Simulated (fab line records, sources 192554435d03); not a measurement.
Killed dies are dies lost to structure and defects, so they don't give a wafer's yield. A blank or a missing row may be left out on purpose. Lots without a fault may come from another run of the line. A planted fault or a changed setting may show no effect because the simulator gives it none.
Split-lot experiment | flow n5_finfet | 7 lots, 39 wafers read, on a route of 1938 steps

THE SPLIT
At N5_DUMMY_GATE_ETCH_32 (etches SiO2 in CF4, target depth 3.5 nm, time 3.9 s), the setting time_s was moved away from the recipe's 3.9 s on 18 of the 39 wafers read, by -12.0% to +19.4%. The other wafers ran this setting at the recipe's value.

The reading is taken at the split's own step.

THE READING
etch.depth_nm (the simulator's own value, which no gauge read), in nm, at N5_DUMMY_GATE_ETCH_32 (etches SiO2 in CF4, target depth 3.5 nm, time 3.9 s). The file gives no usual value for it. The 21 wafers here that ran the recipe average 3.491 nm, standard deviation 0.034 nm.

wafer  | tool, chamber at the split | time_s as run, s | against the recipe | etch.depth_nm, nm | against lot-mates on the recipe
L078.1 | rie_si-05, 1               | 4.168            | +6.9%              | 3.674             | +0.204
L078.2 | rie_si-05, 0               | 3.9              | recipe             | 3.418             | -
L078.3 | rie_si-05, 2               | 4.168            | +6.9%              | 3.682             | +0.212
L078.4 | rie_si-05, 3               | 3.9              | recipe             | 3.499             | -
L078.5 | rie_si-05, 3               | 4.168            | +6.9%              | 3.69              | +0.220
L078.6 | rie_si-05, 2               | 3.9              | recipe             | 3.492             | -
L082.1 | rie_si-01, 1               | 3.9              | recipe             | 3.501             | -
L082.2 | rie_si-01, 0               | 3.9              | recipe             | 3.557             | -
L082.3 | rie_si-01, 3               | 4.346            | +11.4%             | 3.897             | +0.356
L082.4 | rie_si-01, 2               | 4.346            | +11.4%             | 3.935             | +0.394
L082.5 | rie_si-01, 0               | 4.346            | +11.4%             | 3.952             | +0.411
L082.6 | rie_si-01, 1               | 3.9              | recipe             | 3.564             | -
L085.1 | rie_si-04, 2               | 3.9              | recipe             | 3.505             | -
L085.2 | rie_si-04, 3               | 3.432            | -12.0%             | 3.068             | -0.415
L085.3 | rie_si-04, 1               | 3.9              | recipe             | 3.482             | -
L085.4 | rie_si-04, 0               | 3.9              | recipe             | 3.462             | -
L085.5 | rie_si-04, 0               | 3.432            | -12.0%             | 3.049             | -0.434
L085.6 | rie_si-04, 1               | 3.432            | -12.0%             | 3.036             | -0.447
L088.4 | rie_si-05, 3               | 3.9              | recipe             | 3.514             | -
L088.5 | rie_si-05, 3               | 3.9              | recipe             | 3.499             | -
L088.6 | rie_si-05, 2               | 3.9              | recipe             | 3.493             | -
L089.1 | rie_si-04, 0               | 4.653            | +19.3%             | 4.13              | +0.634
L089.2 | rie_si-04, 2               | 3.9              | recipe             | 3.514             | -
L089.3 | rie_si-04, 3               | 4.653            | +19.3%             | 4.129             | +0.633
L089.4 | rie_si-04, 1               | 4.653            | +19.3%             | 4.181             | +0.685
L089.5 | rie_si-04, 1               | 3.9              | recipe             | 3.527             | -
L089.6 | rie_si-04, 0               | 3.9              | recipe             | 3.446             | -
L090.1 | rie_si-05, 2               | 4.658            | +19.4%             | 4.147             | +0.664
L090.2 | rie_si-05, 3               | 3.9              | recipe             | 3.465             | -
L090.3 | rie_si-05, 1               | 3.9              | recipe             | 3.485             | -
L090.4 | rie_si-05, 0               | 4.658            | +19.4%             | 4.12              | +0.637
L090.5 | rie_si-05, 1               | 4.658            | +19.4%             | 4.161             | +0.678
L090.6 | rie_si-05, 2               | 3.9              | recipe             | 3.499             | -
L095.1 | rie_si-04, 2               | 3.9              | recipe             | 3.476             | -
L095.2 | rie_si-04, 0               | 4.366            | +11.9%             | 3.895             | +0.431
L095.3 | rie_si-04, 1               | 4.366            | +11.9%             | 3.867             | +0.403
L095.4 | rie_si-04, 3               | 3.9              | recipe             | 3.449             | -
L095.5 | rie_si-04, 2               | 3.9              | recipe             | 3.466             | -
L095.6 | rie_si-04, 1               | 4.366            | +11.9%             | 3.837             | +0.373

THE FIT
A straight line over all 39 wafers: etch.depth_nm changes by +0.0344 nm for each +1% of time_s; r = +0.99; the points scatter about the line by 0.036 nm.
The same after taking each lot's own level away (the mean of its wafers on the recipe; 39 wafers): +0.0342 nm for each +1%; r = +1.00; scatter 0.024 nm.
On that fit, the largest move of time_s shifts the reading by 0.66 nm.
The lots' own levels span 3.4637 to 3.5407 nm, that is 2.3 times the standard deviation above.
So the lot-to-lot level changes the slope little: the two slopes agree.
Check: with one of the wafers moved furthest among these (+19.4%) left out of the fit, the line predicts +0.659 nm for it against its lot-mates. It came out at +0.664 nm against them.

THE FILE'S OWN FIT
etch.depth_nm changes by +0.034 nm for each +1% of time_s, r = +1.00.
